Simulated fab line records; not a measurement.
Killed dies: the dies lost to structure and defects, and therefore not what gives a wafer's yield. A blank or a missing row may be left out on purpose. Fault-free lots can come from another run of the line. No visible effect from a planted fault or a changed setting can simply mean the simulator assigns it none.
Matching of chambers | flow n5 finfet | 3 sister chambers for N5_BEOL_M1_ILD_DEP_00 on pecvd-02
The step deposits SiOC from DEMS/O2, target thk 79 nm, time 15.3 s. 6 wafers are shown with their chamber, then 8 later ones without.

## WAFERS PAIRED WITH THEIR CHAMBERS
wafer  | chamber | showerhead plenum p Torr (Torr) | throttle valve pct (%)
L088.4 | 1       | 5.651                           | 11.6
L089.6 | 0       | 5.713                           | 11.6
L090.2 | 2       | 5.672                           | 12.0
L090.3 | 1       | 5.658                           | 11.8
L090.4 | 2       | 5.657                           | 11.9
L091.3 | 0       | 5.689                           | 11.6

## WAFERS MISSING THEIR CHAMBER
wafer  | showerhead plenum p Torr (Torr) | throttle valve pct (%)
L091.4 | 5.664                           | 11.9
L091.5 | 5.712                           | 11.8
L092.2 | 5.722                           | 11.9
L092.3 | 5.676                           | 12.2
L092.4 | 5.665                           | 11.9
L097.4 | 5.665                           | 12.2
L097.5 | 5.704                           | 11.8
L097.6 | 5.653                           | 11.8

## CHAMBER TAKEN BY EACH
wafer  | from the rows above     | in truth
L091.4 | can't be placed: 2 or 1 | 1
L091.5 | can't be placed: 0 or 2 | 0
L092.2 | can't be placed: 0 or 2 | 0
L092.3 | 2                       | 2
L092.4 | can't be placed: 2 or 1 | 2
L097.4 | 2                       | 2
L097.5 | can't be placed: 0 or 2 | 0
L097.6 | can't be placed: 1 or 2 | 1
2 of 8 placed correctly. From these rows, 6 cannot be placed; in 6 the true chamber is one of the candidates. Placed wrongly: 0.
How it was worked out, from the rows above alone: a wafer's distance from a chamber is the root of the sum, over the readings, of the square of ((its reading less the chamber's mean) divided by the reading's scatter). If the next closest chamber is less than 2 further off than the closest, the wafer can't be placed; otherwise it belongs to the closest. Each chamber's mean is taken over the wafers shown for it. The scatter is the square root of a quotient: the sum, over the shown wafers, of each reading's squared deviation from its chamber's mean, divided by wafers minus chambers.
